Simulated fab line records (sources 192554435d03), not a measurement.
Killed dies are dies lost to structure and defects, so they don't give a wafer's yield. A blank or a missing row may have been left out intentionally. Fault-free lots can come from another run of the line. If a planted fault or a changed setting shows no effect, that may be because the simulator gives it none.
Split-lot study -- flow n5_finfet -- 7 lots, 21 wafers read, on a route of 1938 steps

== ON THE SPLIT ==
At N5_BEOL_M5_COAT_74 (time 60 s, resist thk 5 nm), the setting spin_rpm was moved away from the recipe's 1500 rpm on 4 of the 21 wafers read, by -9.8% to -4.3%. This setting was run at the recipe's value on the other wafers.

== FROM THE SPLIT TO THE READING: what the file shows between them, 7 steps ==
- N5_BEOL_M5_COAT_22: resist thk 30 nm (also split here: spin_rpm)
- N5_BEOL_M5_EBR_24
- N5_BEOL_M5_SOFTBAKE_23: time 60 s
- N5_BEOL_M5_EXPOSE_25: exposes mask V4, defocus 10 nm
- N5_BEOL_M5_PEB_26: peb time 60 s
- N5_BEOL_M5_DEVELOP_27: develop time 30 s
- N5_BEOL_M5_DESCUM_33: chemistry O2, time 7 s

== THE READING ==
etch.depth_nm (the simulator's own value, which no gauge read), in nm, at N5_BEOL_M5_ETCH_75 (etches underlayer in N2/H2, target depth 6.5 nm, time 5.2 s). The file does not state a usual value for it. Average 4.995 nm, standard deviation 0.011 nm, over the 17 wafers here run with the recipe.

wafer,"tool, chamber at the split","spin_rpm as run, rpm",against the recipe,"etch.depth_nm, nm",against lot-mates on the recipe
L077.2,"litho_track-04, 0",1500,recipe,4.995,-
L077.4,"litho_track-04, 0",1500,recipe,4.995,-
L077.3,"litho_track-04, 0",1500,recipe,5.003,-
L082.1,"litho_track-05, 0",1500,recipe,5.001,-
L082.2,"litho_track-05, 0",1500,recipe,4.993,-
L082.3,"litho_track-05, 0",1376,-8.3%,5.215,+0.218
L084.4,"litho_track-01, 0",1500,recipe,4.998,-
L084.5,"litho_track-01, 0",1500,recipe,4.997,-
L084.6,"litho_track-01, 0",1500,recipe,5.009,-
L083.1,"litho_track-04, 0",1500,recipe,4.975,-
L083.2,"litho_track-04, 0",1500,recipe,5.003,-
L083.6,"litho_track-04, 0",1500,recipe,4.986,-
L085.1,"litho_track-01, 0",1500,recipe,4.979,-
L085.3,"litho_track-01, 0",1500,recipe,4.98,-
L085.5,"litho_track-01, 0",1500,recipe,4.98,-
L087.1,"litho_track-04, 0",1500,recipe,5.009,-
L087.4,"litho_track-04, 0",1500,recipe,5.004,-
L087.5,"litho_track-04, 0",1436,-4.3%,5.105,+0.099
L096.3,"litho_track-01, 0",1500,recipe,5.005,-
L096.4,"litho_track-01, 0",1353,-9.8%,5.272,+0.267
L096.5,"litho_track-01, 0",1353,-9.8%,5.288,+0.283

THE FIT
A straight line over all 21 wafers: etch.depth_nm changes by -0.0283 nm for each +1% of spin_rpm; r = -0.99; the points scatter about the line by 0.011 nm.
The same after taking each lot's own level away (the mean of its wafers on the recipe; 21 wafers): -0.0274 nm for each +1%; r = -1.00; scatter 0.0079 nm.
Per that fit: largest spin_rpm move, reading shift of 0.27 nm.
From 4.9797 to 5.0065 nm: that is the span of the lots' own levels, equal to 2.5 times the standard deviation above.
The two slopes agree, so the slope changes little with the lot-to-lot level.
Check: for one of the wafers moved furthest among these (-9.8%), held out of the fit, the line's prediction against its lot-mates is +0.268 nm. Against them it came out at +0.267 nm.

== ADDITIONAL SPLITS CARRIED BY THESE WAFERS ==
Before the reading, these wafers also passed through other splits. Each is held against what the fit with the lots' levels taken away leaves over:
other split on the same wafers,wafers away from the commonest value,r with etch.depth_nm (lot level and that fit taken away)
N5_BEOL_M2_ILD_DEP_00 time_s,7,-0.27
N5_BEOL_M3_ILD_DEP_00 time_s,4,+0.25
N5_BEOL_M4_COAT_68 spin_rpm,9,-0.04
N5_BEOL_M4_EXPOSE_25 dose_mj,5,+0.09
N5_BEOL_M5_COAT_22 spin_rpm,12,+0.10

== THE FILE'S OWN FIT ==
etch.depth_nm changes by -0.0269 nm for each +1% of spin_rpm, r = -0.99.
